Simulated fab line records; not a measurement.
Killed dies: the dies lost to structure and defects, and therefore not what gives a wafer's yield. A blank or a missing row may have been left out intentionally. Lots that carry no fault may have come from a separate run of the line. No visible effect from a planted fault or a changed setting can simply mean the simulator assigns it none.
A lot that was struck, set against a sound lot | flow n5-finfet | 37 steps out of a route of 1938
Sound: the wafers L735.1, L735.5, L735.6. The struck wafers were L747.4, L747.5, L747.6. The cause is named last.
For every step that has rows: the tool of each side, followed by ch and its chambers, followed by its first start. Under that, the readings that differ: sound wafers | struck wafers | difference of the means | sigmas: that difference in standard deviations of wafers without a fault.
alike: readings with means less than 2 such deviations apart, plus words and numbers identical on both sides. not compared: withheld readings, readings lacking a value on some wafer, bounds such as >300 that could conceal the same value, and numbers that have no deviation in the record and whose values overlap.
The two part at a step that has a row with sigmas, a row that says differs or no value, or rows on one side only. Numbers that don't overlap but have no deviation are shown without sigmas and don't part them. A reading missing from all wafers of one side parts the sides only when that side holds two or more wafers.

first, 9 steps without rows for these wafers: N5_BEOL_M4_ANNEAL_95 (time 240 s); N5_BEOL_M4_SPUTTER_96 (material Cu, target thk 4.5 nm, time 8.29 s); N5_BEOL_M4_ECD_50 (material Cu, target thk 300 nm); N5_BEOL_M4_ANNEAL_51 (time 90 s); N5_BEOL_M4_CMP_52 (polishes, stops on SiOC, t overpolish 6.8 s, target thk 40 nm); N5_BEOL_M4_PRE_CLEAN_60 (time 15 s); N5_BEOL_M4_CO_CAP_55 (material Co, precursor CCTBA/H2, target thk 2 nm, time 102.1 s); N5_BEOL_M4_PRE_CLEAN_56 (time 15 s); N5_BEOL_M4_DEP_57 (deposits SiCN from 3MS/NH3, target thk 8 nm, time 14 s).
N5_BEOL_M4_RC_MEAS_101:
  sound on prober-02 ch 0, day 7 19:30; struck on prober-02 ch 0, day 11 11:31
  reading       | sound          | struck         | difference | sigmas
  SS_N (mV/dec) | 72.2 72.3 72.4 | 70.9 70.9 70.8 | -1.4       | -2
  alike: DIBL_N, DIBL_P, IOFF_N, IOFF_P, ION_N, ION_P, SS_P, VT_N, VT_P
then, 24 steps without rows for these wafers: N5_BEOL_M5_ILD_DEP_00 (deposits SiCOH lowk from DEMS/porogen, target thk 140.64 nm, time 25.9 s); N5_BEOL_M5_CURE_79 (cures SiCOH lowk, time 240 s); N5_BEOL_M5_PECVD_70 (deposits SiO2 from TEOS/O2, target thk 16 nm, time 18 s); N5_BEOL_M5_HM_DEP_02 (deposits TiN, target thk 20 nm); N5_BEOL_M5_COAT_59 (time 60 s, resist thk 60 nm); N5_BEOL_M5_COAT_60 (time 60 s, resist thk 12 nm); N5_BEOL_M5_COAT_71 (time 60 s, resist thk 5 nm); N5_BEOL_M5_COAT_05 (resist thk 30 nm); N5_BEOL_M5_EBR_07; N5_BEOL_M5_SOFTBAKE_06 (time 60 s); N5_BEOL_M5_EXPOSE_08 (exposes mask M5, target cd 28 nm); N5_BEOL_M5_PEB_09 (peb time 60 s); N5_BEOL_M5_DEVELOP_10 (develop time 30 s); N5_BEOL_M5_DESCUM_16 (chemistry O2, time 7 s); N5_BEOL_M5_ETCH_72 (etches underlayer in N2/H2, target depth 6.5 nm, time 5.2 s); N5_BEOL_M5_ETCH_61 (etches SiARC in CF4, target depth 15.6 nm, time 26 s); N5_BEOL_M5_ETCH_62 (etches SOC in N2/H2, target depth 75 nm, overetch 15 nm, time 112.5 s); N5_BEOL_M5_STRIP_63 (strips in N2/H2); N5_BEOL_M5_STRIP_73 (strips in N2/H2); N5_BEOL_M5_STRIP_64 (strips in CF4); N5_BEOL_M5_HM_OPEN_17 (chemistry Cl2/BCl3, target TiN, target depth 20 nm, overetch 6 nm); N5_BEOL_M5_STRIP_19 (strips in O2); N5_BEOL_M5_COAT_65 (time 60 s, resist thk 60 nm); N5_BEOL_M5_COAT_66 (time 60 s, resist thk 12 nm).
N5_BEOL_M5_ECD_50: material Cu, target thk 300 nm.
  sound on ecd-cu-02 ch 0,1, day 8 07:25; struck on ecd-cu-02 ch 0,1, day 12 00:10
N5_BEOL_M5_CMP_52: polishes, stops on SiCOH lowk, t overpolish 6.9 s, target thk 62 nm.
  sound on cmp-03 ch 0,2,3, day 8 08:26; struck on cmp-03 ch 1,2, day 12 00:43
  reading                | sound          | struck      | difference | sigmas
  time-to-endpoint-s (s) | 60.2 55.3 57.6 | 0.0 2.8 0.0 | -56.8      | -20
  alike: head-pressure-psi, motor-current-A, slurry-flow-ml-min
-- record jumps: 4 days separate the struck wafers' starts on either side; left off in module BEOL_M5, taken up again in module PASSIVATION, whose first shown step is the route's number 1936 --
N5_PASSIVATION_PROBE_49:
  record: rows for the struck wafers here (prober-01, day 15 15:43), none for the sound ones

== WHERE THEY PART ==
Last at N5_PASSIVATION_PROBE_49 as far as this record goes, first at N5_BEOL_M4_RC_MEAS_101.

WHY: the cause the simulator had injected
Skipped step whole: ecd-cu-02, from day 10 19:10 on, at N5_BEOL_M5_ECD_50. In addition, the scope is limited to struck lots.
